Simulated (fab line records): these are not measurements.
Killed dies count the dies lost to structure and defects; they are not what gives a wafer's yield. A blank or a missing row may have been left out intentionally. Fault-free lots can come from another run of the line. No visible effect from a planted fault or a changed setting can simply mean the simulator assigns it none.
fab line records	flow nandHarc	part 1 of 2: steps 1 to 22 of 31
[record] lots = 5	wafers = 15	lastDay = 33
route steps=1302 shown A_SLIT@930 A_SIN_REMOVE@947 A_WL_FILL@952
lots that met no fault: from a run of the same line without faults
startH: hours from the record's first day to the start of the lot's first wafer shown	waitH: time in hours since the lot's previous step	" identical to the entry in the row above	L1.1+2: a single row standing in for several wafers	- no value, or no start given	* or withheld: withheld	< > ~ a bound
route shown NAME@n: names a module that has steps shown in the file, with the first one's number in the route	usual: the fault-free wafers' mean and standard deviation	same: alike in all rows	chamber/n: place in a boat	sites: each site's reading	_std_site: the standard deviation of these	_edge_site: outer sites' mean less inner sites'	radiusMm: for every site, how far away it sits from the centre of the wafer	mask NAME#n: copy n	behind: tool/chamber where the wafer was last shaped	hold: why the lot went on hold/how many hours it stayed there/how the hold came to an end	device: the n, p or np transistor that did not switch	end of line: the same wafers' tests at the end of the route	a step given without rows: its recipe and nothing more	killed: not the wafer's yield, but the dies lost to structure and defects at the first sort	map: a wafer's dies, marking killed ones x, the rest . and places with no die _
set.NAME: the setting the step ran with; set.NAME@STEP: the setting that earlier step ran with	model.NAME: the simulator's own value behind a step, which no gauge read
lots seen at some steps along the route; tables by step, rows by wafer
services: when a tool's chamber went out of use (startH, in hours from the record's first day, below 0 if earlier), for how many hours, and the reason
[[steps]]
[step NHARC_A_SLIT_EXPOSE_06]
[recipe] na = 1.35	doseMj = 60.82	maskId = SLIT
[same] na = 1.35
lot.wafer	tool	chamber	startH	waitH	mask
L075.4+5+6	arfiScanner-03	0	428.66	-	SLIT#0
L074.1+2+6	arfiScanner-02	0	444.12	-	SLIT#0
L089.2+3+6	arfiScanner-03	0	569.38	-	SLIT#0
L097.2+4+5	arfiScanner-02	0	657.32	-	SLIT#0
L096.2+5+6	arfiScanner-03	0	659.45	-	SLIT#0
[step NHARC_A_SLIT_PEB_07]
[recipe] pebTempC = 100	pebTimeS = 65
lot.wafer	tool	chamber	startH	waitH
L075.4+5+6	lithoTrack-06	0	428.71	0.0
L074.1+2+6	lithoTrack-01	0	444.18	0.1
L089.2+3+6	lithoTrack-06	0	569.43	0.1
L097.2+4+5	lithoTrack-04	0	657.38	0.1
L096.2+5+6	lithoTrack-06	0	659.50	0.1
[step NHARC_A_SLIT_DEVELOP_08]
[recipe] developTimeS = 35	devTempC = 23
lot.wafer	tool	chamber	startH	waitH
L075.4+5+6	lithoTrack-06	0	-	-
L074.1+2+6	lithoTrack-01	0	-	-
L089.2+3+6	lithoTrack-06	0	-	-
L097.2+4+5	lithoTrack-04	0	-	-
L096.2+5+6	lithoTrack-06	0	-	-
[step NHARC_A_SLIT_CD_MEAS_09]
[recipe] targetCdNm = 300	landingEnergyEv = 500
[usual] cdNm = 300.1/0.37
lot.wafer	tool	chamber	startH	waitH	cdNm
L075.4	cdSem-01	0	428.79	-	300.0
L075.5	"	0	"	"	300.3
L075.6	"	0	"	"	300.2
L074.1	cdSem-02	0	444.26	-	299.9
L074.2	"	0	"	"	299.8
L074.6	"	0	"	"	299.5
L089.2	cdSem-03	0	569.52	-	300.1
L089.3	"	0	"	"	299.4
L089.6	"	0	"	"	300.4
L097.2	cdSem-01	0	657.46	-	300.3
L097.4	"	0	"	"	300.3
L097.5	"	0	"	"	300.6
L096.2	cdSem-02	0	659.58	-	300.6
L096.5	"	0	"	"	299.9
L096.6	"	0	"	"	299.7
[step NHARC_A_SLIT_OVL_MEAS_10]
[usual] overlayXNm = -0.4/1	overlayYNm = 0.2/0.77
lot.wafer	tool	chamber	startH	waitH	overlayXNm	overlayYNm
L075.4	overlay-02	-	428.87	-	-2.0	-0.3
L075.5	"	-	"	"	-1.7	-0.6
L075.6	"	-	"	"	-1.6	-0.7
L074.1	overlay-02	-	444.35	-	-0.5	-0.6
L074.2	"	-	"	"	0.0	-0.1
L074.6	"	-	"	"	-0.4	-0.5
L089.2	overlay-01	-	569.60	-	-0.4	-0.7
L089.3	"	-	"	"	0.0	-0.1
L089.6	"	-	"	"	-0.6	-0.1
L097.2	overlay-01	-	657.54	-	-0.6	-0.2
L097.4	"	-	"	"	-0.3	-0.2
L097.5	"	-	"	"	-0.8	-0.8
L096.2	overlay-01	-	659.67	-	-0.9	-0.2
L096.5	"	-	"	"	-1.2	-0.3
L096.6	"	-	"	"	-0.9	0.0
[step NHARC_A_SLIT_INSPECT_11]
[usual] rawDefectCount = 57/28
lot.wafer	tool	chamber	startH	waitH	rawDefectCount
L075.4	defectInspect-01	-	428.91	0.0	131
L075.5	"	-	"	"	132
L075.6	"	-	"	"	129
L074.1	defectInspect-01	-	444.38	0.0	63
L074.2	"	-	"	"	67
L074.6	"	-	"	"	63
L089.2	defectInspect-02	-	569.64	0.0	90
L089.3	"	-	"	"	81
L089.6	"	-	"	"	107
L097.2	defectInspect-02	-	657.58	0.0	69
L097.4	"	-	"	"	63
L097.5	"	-	"	"	75
L096.2	defectInspect-02	-	659.71	0.0	46
L096.5	"	-	"	"	49
L096.6	"	-	"	"	30
[step NHARC_A_SLIT_DESCUM_14]
[recipe] timeS = 3	o2FlowSccm = 200	arFlowSccm = 0	biasPowerW = 0	chemistry = O2
[usual] drypumpMotorCurrentA = 5.9/0.41	mfcArSccm = 0.002/0.006	oesProductAu = 1.002/0.0079	rfVppV = 58.0/0.92	showerheadPlenumPTorr = 1.94/0.07	throttleValvePct = 11.311/0.01
[same] biasPowerW = 0
lot.wafer	tool	chamber	startH	waitH	drypumpMotorCurrentA	mfcArSccm	oesProductAu	rfHoursCounterH	rfVppV	showerheadPlenumPTorr	throttleValvePct
L075.4	rieDiel-06	1	428.98	0.1	5.4	0.001	0.986	6.7	60.3	1.98	11.306
L075.6	"	3	"	"	5.6	0	0.987	-	55.9	1.95	11.308
L075.5	"	0	"	"	5.8	0	0.988	-	58.3	1.91	11.319
L074.1	rieDiel-12	1	444.44	0.1	5.6	0	0.995	0.9	58.5	1.86	11.315
L074.2	"	3	"	"	6.3	0.004	1.002	0.7	58.0	1.93	11.327
L074.6	"	2	"	"	5.7	0.020	0.990	-	57.3	1.96	11.310
L089.3	rieDiel-06	3	569.70	0.1	5.6	0	1.001	4.2	58.0	1.95	11.320
L089.2	"	1	"	"	5.5	0.001	1.010	4.2	57.6	1.98	11.324
L089.6	"	3	"	"	5.6	0	0.992	-	58.1	1.95	11.287
L097.2	rieDiel-12	1	657.65	0.1	5.6	0	1.006	2.7	59.2	1.85	11.310
L097.4	"	2	"	"	5.8	0.020	1.014	1.4	58.6	1.96	11.320
L097.5	"	0	"	"	6.7	0	0.990	-	58.0	1.87	11.312
L096.2	rieDiel-06	0	659.78	0.1	5.8	0	1.007	1.2	56.6	1.91	11.317
L096.5	"	2	"	"	6.4	0	1.010	-	56.3	2.05	11.300
L096.6	"	3	"	"	5.6	0	0.988	-	56.8	1.95	11.305
[step NHARC_A_SLIT_ETCH_24]
[recipe] targetDepthA = 1210	timeS = 60.5	cf4FlowSccm = 100	chf3FlowSccm = 30	arFlowSccm = 0	rfW = 500	biasW = 200	chemistry = CF4/CHF3
[usual] drypumpMotorCurrentA = 5.9/0.44	mfcArSccm = 0.003/0.0062	oesProductAu = 0.959/0.017	rfVppV = 371.3/2	showerheadPlenumPTorr = 1.60/0.052	throttleValvePct = 16.801/0.0092
lot.wafer	tool	chamber	startH	waitH	drypumpMotorCurrentA	mfcArSccm	oesProductAu	rfHoursCounterH	rfVppV	showerheadPlenumPTorr	throttleValvePct
L075.4	rieDiel-06	0	429.71	0.7	5.8	0	0.929	6.4	370.9	1.57	16.797
L075.5	"	1	"	"	5.4	0.001	0.963	-	371.8	1.63	16.795
L075.6	"	2	"	"	6.4	0	0.964	-	374.4	1.68	16.799
L074.2	rieDiel-12	2	444.53	0.1	5.8	0.020	0.954	1.0	370.7	1.61	16.790
L074.1	"	3	"	"	6.4	0.004	0.978	0.7	370.7	1.59	16.809
L074.6	"	2	"	"	5.8	0.020	0.962	-	373.6	1.61	16.807
L089.3	rieDiel-06	1	569.78	0.1	5.4	0.001	0.931	4.2	372.5	1.63	16.795
L089.2	"	2	"	"	6.4	0	0.927	4.5	375.8	1.68	16.794
L089.6	"	1	"	"	5.4	0.001	0.926	-	373.1	1.63	16.804
L097.4	rieDiel-12	3	657.73	0.1	6.3	0.004	0.942	2.8	371.4	1.58	16.801
L097.2	"	0	"	"	6.7	0	0.947	1.8	368.9	1.54	16.801
L097.5	"	3	"	"	6.3	0.004	0.948	-	370.6	1.58	16.803
L096.2	rieDiel-06	0	659.87	0.1	5.8	0	0.986	1.2	369.5	1.57	16.808
L096.5	"	1	"	"	5.4	0.001	0.982	-	372.0	1.62	16.787
L096.6	"	2	"	"	6.4	0	0.962	-	374.1	1.68	16.814
[step NHARC_A_SLIT_ETCH_15]
[recipe] targetDepthA = 62000	overEtchFrac = 0.3	timeS = 1612	ionEnergyEv = 150	o2FlowSccm = 400	cosFlowSccm = 20	arFlowSccm = 0	rfW = 500	biasW = 300	chemistry = O2/COS
[usual] drypumpMotorCurrentA = 5.9/0.41	mfcArSccm = 0.003/0.0062	oesProductAu = 1.003/0.0068	rfVppV = 314.7/1.8	showerheadPlenumPTorr = 3.17/0.11	throttleValvePct = 28.330/0.009
lot.wafer	tool	chamber	startH	waitH	drypumpMotorCurrentA	mfcArSccm	oesProductAu	rfHoursCounterH	rfVppV	showerheadPlenumPTorr	throttleValvePct
L075.4	rieDiel-06	2	-	-	6.4	0	1.005	7.9	316.2	3.33	28.323
L075.6	"	2	"	"	6.4	0	0.997	-	317.2	3.33	28.324
L075.5	"	3	"	"	5.6	0	0.985	-	314.3	3.18	28.336
L074.2	rieDiel-12	0	-	-	6.7	0	0.994	0.8	312.8	3.05	28.335
L074.1	"	2	"	"	5.8	0.020	0.988	1.2	315.5	3.19	28.333
L074.6	"	0	"	"	6.7	0	1.003	-	313.7	3.05	28.331
L089.3	rieDiel-06	0	-	-	5.8	0	1.001	4.2	314.0	3.11	28.328
L089.2	"	3	"	"	5.6	0	0.998	4.4	315.6	3.18	28.335
L089.6	"	0	"	"	5.8	0	1.001	-	313.4	3.11	28.320
L097.4	rieDiel-12	2	-	-	5.8	0.020	1.009	1.7	315.2	3.19	28.323
L097.2	"	3	"	"	6.3	0.004	0.999	3.0	314.7	3.14	28.333
L097.5	"	3	"	"	6.3	0.004	1.002	-	313.4	3.14	28.321
L096.2	rieDiel-06	2	-	-	6.4	0	1.015	0.9	317.6	3.33	28.326
L096.6	"	2	"	"	6.4	0	1.007	-	315.5	3.33	28.345
L096.5	"	3	"	"	5.6	0	1.008	-	313.9	3.18	28.348
[step NHARC_A_SLIT_ETCH_17]
[recipe] biasV = 900	sourceW = withheld	pressureMtorr = 20	arFlowSccm = 375	c4f8FlowSccm = 83.3	o2FlowSccm = 41.7	timeS = 4254.5	targetDepthA = 2.03e+05	chemistry = C4F8/O2/Ar
[usual] drypumpMotorCurrentA = 5.6/0.68	mfcArSccm = 375.1/1.3	showerheadPlenumPTorr = 3.64/0.17	throttleValvePct = 32.046/0.0097
lot.wafer	tool	chamber	startH	waitH	drypumpMotorCurrentA	mfcArSccm	rfHoursCounterH	showerheadPlenumPTorr	throttleValvePct
L075.4	harEtch-02	0	435.14	-	4.9	375.2	-	3.92	32.036
L075.5	"	0	436.35	-	4.9	374.4	-	3.92	32.031
L075.6	"	1	"	"	5.1	373.1	-	3.69	32.032
L074.1	harEtch-01	1	449.37	-	6.4	375.4	258	3.57	32.052
L074.2	"	0	"	"	6.3	377.4	258	3.46	32.046
L074.6	"	1	451.80	-	6.5	374.9	-	3.57	32.037
L089.2	harEtch-02	0	572.71	-	4.9	377.1	115	3.88	32.044
L089.3	"	0	573.92	-	4.9	375.5	-	3.87	32.057
L089.6	"	0	575.14	-	4.9	375.4	-	3.87	32.051
L097.2	harEtch-01	0	659.56	-	6.3	372.3	377	3.40	32.026
L097.4	"	1	661.40	-	6.5	376.3	-	3.51	32.034
L097.5	"	1	662.62	-	6.4	375.1	-	3.51	32.037
L096.2	harEtch-02	1	663.37	-	5.1	375.3	164	3.62	32.043
L096.5	"	1	665.80	-	5.1	373.8	-	3.62	32.044
L096.6	"	0	"	"	4.9	376.7	-	3.85	32.062
[step NHARC_A_SLIT_ETCH_26]
[recipe] biasV = 400	sourceW = 2000	pressureMtorr = 25	timeS = 90	arFlowSccm = 375	c4f8FlowSccm = 41.7	o2FlowSccm = 83.3	targetDepthA = 4000	chemistry = C4F8/O2/Ar
[usual] drypumpMotorCurrentA = 5.6/0.68	mfcArSccm = 375.0/1.1	showerheadPlenumPTorr = 3.67/0.17	throttleValvePct = 27.621/0.0085
lot.wafer	tool	chamber	startH	waitH	drypumpMotorCurrentA	mfcArSccm	rfHoursCounterH	showerheadPlenumPTorr	throttleValvePct
L075.4	harEtch-02	0	437.63	1.9	4.9	375.9	-	3.96	27.637
L075.5	"	0	"	"	4.9	374.6	-	3.96	27.622
L075.6	"	1	"	"	5.1	374.0	-	3.72	27.628
L074.1	harEtch-01	1	453.02	3.0	6.5	373.6	261	3.60	27.621
L074.2	"	0	"	"	6.2	375.8	261	3.49	27.620
L074.6	"	1	"	"	6.5	373.4	-	3.60	27.620
L089.2	harEtch-02	0	576.35	3.0	4.9	373.2	118	3.91	27.618
L089.3	"	0	"	"	4.9	371.5	-	3.91	27.626
L089.6	"	0	"	"	4.9	373.4	-	3.91	27.630
L097.2	harEtch-01	0	663.24	3.1	6.3	377.3	380	3.42	27.619
L097.4	"	1	"	"	6.5	376.9	-	3.54	27.620
L097.5	"	1	"	"	6.4	375.4	-	3.54	27.618
L096.2	harEtch-02	1	667.02	3.0	5.1	375.1	167	3.65	27.605
L096.5	"	1	"	"	5.1	373.8	-	3.65	27.634
L096.6	"	0	"	"	4.9	375.5	-	3.88	27.608
[step NHARC_A_SLIT_STRIP_28]
[recipe] o2FlowSccm = 400	cosFlowSccm = 20	arFlowSccm = 0	biasW = 0	chemistry = O2/COS
lot.wafer	tool	chamber	startH	waitH
L075.6+4+5	rieDiel-06	2,3,0	438.39	0.6
L074.1+2+6	rieDiel-12	3,1,2	453.82	0.8
L089.3+2+6	rieDiel-06	1,0,1	577.14	0.7
L097.4+2+5	rieDiel-10	1,2,3	664.04	0.7
L096.2+6+5	rieDiel-10	2,3,0	667.84	0.8
[step NHARC_A_SLIT_ETCH_29]
[recipe] targetDepthA = 1000	overetchA = 100	timeS = 55	ionEnergyEv = 100	cf4FlowSccm = 80	o2FlowSccm = 20	arFlowSccm = 0	rfW = 300	biasW = 100	chemistry = CF4/O2
[usual] drypumpMotorCurrentA = 5.9/0.46	mfcArSccm = 0.002/0.0052	oesProductAu = 1.001/0.0071	rfVppV = 198.1/1.4	showerheadPlenumPTorr = 1.35/0.051	throttleValvePct = 13.397/0.0096
lot.wafer	tool	chamber	startH	waitH	drypumpMotorCurrentA	mfcArSccm	oesProductAu	rfHoursCounterH	rfVppV	showerheadPlenumPTorr	throttleValvePct
L075.5	rieDiel-06	0	438.49	0.1	5.8	0	0.998	-	197.6	1.33	13.407
L075.6	"	2	"	"	6.4	0	1.004	-	199.1	1.43	13.399
L075.4	"	3	"	"	5.6	0	0.992	-	197.5	1.36	13.397
L074.1	rieDiel-12	0	453.91	0.1	6.7	0	0.990	2.4	196.7	1.30	13.377
L074.2	"	1	"	"	5.7	0	1.001	2.3	197.4	1.30	13.399
L074.6	"	3	"	"	6.3	0.004	0.999	-	197.4	1.35	13.396
L089.2	rieDiel-06	1	577.23	0.1	5.4	0.001	1.012	5.4	197.3	1.38	13.413
L089.3	"	2	"	"	6.4	0	1.001	5.2	200.5	1.43	13.399
L089.6	"	2	"	"	6.4	0	1.004	-	200.7	1.43	13.382
L097.4	rieDiel-10	2	664.13	0.1	6.1	0.001	0.994	5.0	197.0	1.27	13.413
L097.2	"	3	"	"	5.7	0	1.000	5.2	199.2	1.43	13.390
L097.5	"	1	"	"	5.0	0	0.998	-	197.3	1.32	13.393
L096.2	rieDiel-10	0	667.91	0.1	6.2	0	1.013	4.1	200.1	1.40	13.405
L096.5	"	3	"	"	5.8	0	1.012	-	199.0	1.43	13.378
L096.6	"	0	"	"	6.1	0	1.002	-	199.9	1.40	13.388
[step NHARC_A_SLIT_STRIP_18]
[recipe] o2FlowSccm = 500	arFlowSccm = 0	biasW = 0	chemistry = O2
[usual] drypumpMotorCurrentA = 5.9/0.44	mfcArSccm = 0.002/0.0054	oesProductAu = 1.001/0.0083	rfVppV = 57.8/1	showerheadPlenumPTorr = 3.57/0.13	throttleValvePct = 17.037/0.0099
lot.wafer	tool	chamber	startH	waitH	drypumpMotorCurrentA	mfcArSccm	oesProductAu	rfHoursCounterH	rfVppV	showerheadPlenumPTorr	throttleValvePct
L075.4	rieDiel-06	2	-	-	6.4	0	0.992	-	57.7	3.76	17.036
L075.6	"	3	"	"	5.6	0	0.984	-	58.2	3.60	17.042
L075.5	"	0	"	"	5.8	0	0.988	-	57.8	3.52	17.053
L074.2	rieDiel-12	2	-	-	5.8	0.020	0.978	2.0	59.1	3.61	17.029
L074.1	"	3	"	"	6.3	0.004	0.999	2.1	58.1	3.56	17.044
L074.6	"	3	"	"	6.3	0.004	0.996	-	59.0	3.56	17.044
L089.2	rieDiel-06	1	-	-	5.4	0.001	1.007	5.4	57.3	3.64	17.036
L089.3	"	3	"	"	5.6	0	0.998	4.8	59.2	3.59	17.053
L089.6	"	0	"	"	5.8	0	1.014	-	57.8	3.52	17.035
L097.2	rieDiel-10	2	-	-	6.1	0.001	0.996	5.1	55.8	3.37	17.029
L097.4	"	3	"	"	5.8	0	0.990	5.2	58.9	3.76	17.040
L097.5	"	2	"	"	6.1	0.001	0.999	-	57.8	3.37	17.032
L096.2	rieDiel-10	1	-	-	5.0	0	0.999	5.4	58.7	3.50	17.059
L096.5	"	3	"	"	5.7	0	1.002	-	57.3	3.76	17.036
L096.6	"	0	"	"	6.2	0	1.014	-	58.9	3.69	17.034
[step NHARC_A_SLIT_PRECLEAN_19]
[recipe] timeS = *	tempC = 50	bathAgeMin = 0	chemistry = SC1
lot.wafer	tool	chamber	startH	waitH
L075.5+6+4	wetBench-04	3,4,5	438.93	-
L074.6+2+1	wetBench-07	1,3,4	454.30	-
L089.6+3+2	wetBench-04	4,5,1	577.63	-
L097.5+2+4	wetBench-03	1,3,6	664.51	-
L096.6+5+2	wetBench-03	7,1,4	668.29	-
[step NHARC_A_SLIT_SRD_20]
lot.wafer	tool	chamber	startH	waitH
L075.5+6+4	wetBench-04	3,4,5	-	-
L074.6+2+1	wetBench-07	1,3,4	-	-
L089.6+3+2	wetBench-04	4,5,1	-	-
L097.5+2+4	wetBench-03	1,3,6	-	-
L096.6+5+2	wetBench-03	7,1,4	-	-
[step NHARC_A_SLIT_CD_MEAS_21]
[usual] cdNm = 289.8/0.64
lot.wafer	tool	chamber	startH	waitH	cdNm
L075.4	cdSem-02	-	439.07	-	289.7
L075.5	"	-	"	"	290.1
L075.6	"	-	"	"	290.3
L074.1	cdSem-02	-	454.43	-	288.7
L074.2	"	-	"	"	289.2
L074.6	"	-	"	"	288.8
L089.2	cdSem-02	-	577.77	-	289.9
L089.3	"	-	"	"	289.7
L089.6	"	-	"	"	289.8
L097.2	cdSem-02	-	664.65	-	290.1
L097.4	"	-	"	"	290.0
L097.5	"	-	"	"	290.3
L096.2	cdSem-02	-	668.44	-	289.0
L096.5	"	-	"	"	288.8
L096.6	"	-	"	"	289.4
[step NHARC_A_SIN_REMOVE_WET_00]
[recipe] tempC = 160	timeS = 15300	chemistry = H3PO4
lot.wafer	tool	chamber	startH	waitH
L075.4+5+6	wetH3po4-02	1	440.73	1.7
L074.1+2+6	wetH3po4-01	0	456.10	1.7
L089.2+3+6	wetH3po4-01	0	579.44	1.7
L097.2+4+5	wetH3po4-01	1	666.28	1.6
L096.2+5+6	wetH3po4-02	1	670.11	1.7
[step NHARC_A_SIN_REMOVE_PRECLEAN_01]
[recipe] timeS = *	tempC = 50	bathAgeMin = 0	chemistry = SC1
lot.wafer	tool	chamber	startH	waitH
L075.4+5+6	wetBench-01	7,2,4	445.46	0.0
L074.1+2+6	wetBench-06	6,0,3	460.91	0.0
L089.2+3+6	wetBench-01	1,3,4	584.19	0.0
L097.2+5+4	wetBench-06	3,5,7	671.03	0.0
L096.2+5+6	wetBench-02	4,5,1	674.92	0.0
[step NHARC_A_SIN_REMOVE_SRD_02]
lot.wafer	tool	chamber	startH	waitH
L075.4+5+6	wetBench-01	7,2,4	-	-
L074.1+2+6	wetBench-06	6,0,3	-	-
L089.2+3+6	wetBench-01	1,3,4	-	-
L097.2+5+4	wetBench-06	3,5,7	-	-
L096.2+5+6	wetBench-02	4,5,1	-	-
[step NHARC_A_SIN_REMOVE_INSPECT_04]
[usual] rawDefectCount = 377/72
lot.wafer	tool	chamber	startH	waitH	rawDefectCount
L075.4	defectInspect-02	-	445.65	0.0	428
L075.5	"	-	"	"	522
L075.6	"	-	"	"	440
L074.1	defectInspect-02	-	461.10	0.0	484
L074.2	"	-	"	"	467
L074.6	"	-	"	"	372
L089.2	defectInspect-02	-	584.36	0.0	422
L089.3	"	-	"	"	354
L089.6	"	-	"	"	412
L097.2	defectInspect-01	-	671.21	0.0	413
L097.4	"	-	"	"	443
L097.5	"	-	"	"	464
L096.2	defectInspect-02	-	675.10	0.0	479
L096.5	"	-	"	"	445
L096.6	"	-	"	"	305
[step NHARC_A_WL_FILL_ALD_00]
[recipe] targetThkA = 30	pulseTimeS = 3	aldCycles = 30	tempC = 300	material = Al2O3
[usual] heaterPowerOuterW = 264/35	heaterPowerW = 464/63	precursorPulseHeightRel = 1.002/0.021	susceptorTempC = 300.02/0.21
lot.wafer	tool	chamber	startH	waitH	heaterPowerOuterW	heaterPowerW	precursorPulseHeightRel	susceptorTempC
L075.4	aldHk-01	3	445.77	0.1	206	389	0.995	300.06
L075.6	"	1	"	"	242	418	0.947	300.29
L075.5	"	2	"	"	287	491	0.971	300.00
L074.2	aldHk-02	3	461.21	0.1	270	530	0.993	299.94
L074.1	"	0	"	"	284	466	0.946	299.84
L074.6	"	1	"	"	321	468	1.032	300.10
L089.2	aldHk-02	0	584.48	0.1	286	486	1.035	300.10
L089.3	"	2	"	"	232	420	1.005	300.11
L089.6	"	3	"	"	251	487	0.984	299.93
L097.4	aldHk-04	1	671.30	0.1	342	640	0.995	300.04
L097.2	"	2	"	"	278	476	0.986	300.19
L097.5	"	1	"	"	345	631	1.023	299.81
L096.2	aldHk-04	2	675.17	0.1	264	472	1.010	299.97
L096.5	"	2	"	"	272	483	1.014	299.82
L096.6	"	3	"	"	279	486	1.005	300.22
